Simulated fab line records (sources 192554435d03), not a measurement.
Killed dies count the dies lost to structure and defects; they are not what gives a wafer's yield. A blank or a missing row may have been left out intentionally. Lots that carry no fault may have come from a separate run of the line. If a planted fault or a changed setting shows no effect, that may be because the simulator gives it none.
Split-lot experiment | flow n5 finfet | on a route of 1938 steps: 7 lots, 21 wafers read

## THE SPLIT ITSELF
At N5_FIN_SAQP_ETCH_65 (etches SiO2 in CF4, target depth 4 nm, time 4.4 s), the setting time s was moved away from the recipe's 4.4 s on 7 of the 21 wafers read, by -7.7% to +19.8%. This setting was run at the recipe's value on the other wafers.

The reading comes from the split's own step.

## THE READING
etch.depth nm (the simulator's own value, which no gauge read), in nm, at N5_FIN_SAQP_ETCH_65 (etches SiO2 in CF4, target depth 4 nm, time 4.4 s). The file does not state a usual value for it. Here, 14 wafers ran the recipe; their average is 3.987 nm with a standard deviation of 0.14 nm.

wafer  | tool, chamber at the split | time s as run, s | against the recipe | etch.depth nm, nm | against lot-mates on the recipe
L077.1 | rie si-01, 0               | 4.4              | recipe             | 3.908             | -
L077.2 | rie si-01, 3               | 4.4              | recipe             | 3.953             | -
L077.5 | rie si-01, 2               | 4.4              | recipe             | 3.913             | -
L078.1 | rie si-03, 2               | 4.4              | recipe             | 3.664             | -
L078.2 | rie si-03, 1               | 4.4              | recipe             | 4.149             | -
L078.4 | rie si-03, 3               | 4.4              | recipe             | 3.914             | -
L079.2 | rie si-02, 0               | 5.133            | +16.7%             | 4.667             | +0.585
L079.5 | rie si-02, 3               | 4.4              | recipe             | 4.082             | -
L079.6 | rie si-02, 0               | 5.133            | +16.7%             | 4.666             | +0.584
L080.3 | rie si-01, 2               | 4.4              | recipe             | 3.845             | -
L080.4 | rie si-01, 3               | 4.4              | recipe             | 3.891             | -
L080.6 | rie si-01, 0               | 4.063            | -7.7%              | 3.572             | -0.296
L085.2 | rie si-02, 1               | 4.674            | +6.2%              | 4.257             | +0.202
L085.5 | rie si-02, 1               | 4.4              | recipe             | 4.025             | -
L085.6 | rie si-02, 2               | 4.4              | recipe             | 4.085             | -
L092.3 | rie si-01, 0               | 5.133            | +16.7%             | 4.509             | +0.367
L092.4 | rie si-01, 2               | 5.133            | +16.7%             | 4.53              | +0.388
L092.6 | rie si-01, 1               | 4.4              | recipe             | 4.142             | -
L094.2 | rie si-02, 3               | 4.4              | recipe             | 4.17              | -
L094.3 | rie si-02, 2               | 4.4              | recipe             | 4.077             | -
L094.6 | rie si-02, 3               | 5.273            | +19.8%             | 4.994             | +0.870

THE FIT
A straight line over all 21 wafers: etch.depth nm changes by +0.0413 nm for each +1% of time s; r = +0.93; the points scatter about the line by 0.14 nm.
The same after taking each lot's own level away (the mean of its wafers on the recipe; 21 wafers): +0.0333 nm for each +1%; r = +0.93; scatter 0.11 nm.
On that fit, the largest move of time s shifts the reading by 0.66 nm.
Measured against the standard deviation above, the lots' own levels, which go from 3.8680 to 4.1420 nm, span 2.0 times it.
So the slope is not independent of the lot-to-lot level: the two fits are not the same.
Check: with one of the wafers moved furthest among these (+19.8%) left out of the fit, the line predicts +0.585 nm for it against its lot-mates. Against them it came out at +0.87 nm.

## ADDITIONAL SPLITS CARRIED BY THESE WAFERS
Note: prior to the reading, these wafers also went through further splits. Each is held against what the fit with the lots' levels taken away leaves over:
other split on the same wafers | wafers away from the commonest value | r with etch.depth nm (lot level and that fit taken away)
N5_WELL_APT_COAT_02 spin rpm   | 7                                    | +0.21

## FILE'S OWN FIT
etch.depth nm changes by +0.0352 nm for each +1% of time s, r = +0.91.
